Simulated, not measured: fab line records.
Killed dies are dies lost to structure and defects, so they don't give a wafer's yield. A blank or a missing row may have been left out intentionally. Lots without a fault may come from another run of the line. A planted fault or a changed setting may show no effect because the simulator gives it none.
Split-lot trial	flow n5-finfet	on a route of 1938 steps: 7 lots, 21 wafers read

== THE SPLIT ITSELF ==
At N5_MOL_CONTACT_COAG_ETCH_105 (etches SiARC in CF4, target depth 15.6 nm, time 26 s), the setting bias-w was moved away from the recipe's 36 W on 9 of the 21 wafers read, by -8.3% to +17.9%. For the rest of the wafers, this setting stayed at what the recipe calls for.

The split's own step is where the reading is taken.

== THE READING ==
rf-vpp-V, in V, at N5_MOL_CONTACT_COAG_ETCH_105 (etches SiARC in CF4, target depth 15.6 nm, time 26 s). On this fab line, fault-free wafers typically give 183.8 V with a standard deviation of 1.4 V.

wafer	tool, chamber at the split	bias-w as run, W	against the recipe	rf-vpp-V, V	against lot-mates on the recipe
L075.1	rie-diel-03, 0	36	recipe	183.1	-
L075.2	rie-diel-03, 3	36	recipe	186.7	-
L075.6	rie-diel-03, 0	36	recipe	182.6	-
L078.1	rie-diel-03, 1	33.01	-8.3%	173.8	no lot-mate on the recipe
L078.3	rie-diel-03, 2	33.01	-8.3%	175.5	no lot-mate on the recipe
L078.5	rie-diel-03, 0	33.01	-8.3%	174.3	no lot-mate on the recipe
L079.1	rie-diel-01, 3	42.44	+17.9%	202.0	+17.7
L079.3	rie-diel-01, 2	42.44	+17.9%	205.6	+21.3
L079.6	rie-diel-01, 1	36	recipe	184.3	-
L081.4	rie-diel-03, 0	36	recipe	181.3	-
L081.5	rie-diel-03, 0	36	recipe	184.1	-
L081.6	rie-diel-03, 1	36	recipe	184.0	-
L086.2	rie-diel-03, 3	40.45	+12.4%	198.8	+14.6
L086.3	rie-diel-03, 2	40.45	+12.4%	198.2	+14.0
L086.4	rie-diel-03, 1	36	recipe	184.2	-
L089.2	rie-diel-01, 2	36	recipe	186.4	-
L089.3	rie-diel-01, 0	36	recipe	182.6	-
L089.6	rie-diel-01, 2	36	recipe	184.2	-
L090.1	rie-diel-01, 0	36	recipe	183.5	-
L090.4	rie-diel-01, 1	41.32	+14.8%	202.0	+18.5
L090.5	rie-diel-01, 3	41.32	+14.8%	200.0	+16.5

THE FIT
A straight line over all 21 wafers: rf-vpp-V changes by +1.14 V for each +1% of bias-w; r = +0.99; the points scatter about the line by 1.4 V.
The same after taking each lot's own level away (the mean of its wafers on the recipe; 18 wafers): +1.13 V for each +1%; r = +0.99; scatter 1.4 V.
According to that fit, moving bias-w by its largest amount changes the reading by 20 V.
From 183.13 to 184.40 V: that is the span of the lots' own levels, equal to 0.9 times the standard deviation above.
The two slopes agree, so the slope changes little with the lot-to-lot level.
Check: with one of the wafers moved furthest among these (+17.9%) left out of the fit, the line predicts +21.1 V for it against its lot-mates. Against them it came out at +17.7 V.
Tool readings at the split's step, against how far the setting was moved: rf-vpp-V r = +0.99.

== OTHER SPLITS ON THESE WAFERS ==
These wafers also went through other splits before the reading. Each is held against what the fit with the lots' levels taken away leaves over:
other split on the same wafers	wafers away from the commonest value	r with rf-vpp-V (lot level and that fit taken away)
N5_SD_EPI_P_EPI_21 temp-c	7	+0.12
N5_HKMG_FIN_ETCH_54 source-w	7	-0.33
N5_GATE_CUT_COAT_27 spin-rpm	10	+0.02
N5_GATE_CUT_EXPOSE_10 dose-mj	8	+0.21

== FILE'S OWN FIT ==
rf-vpp-V changes by +1.14 V for each +1% of bias-w, r = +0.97.
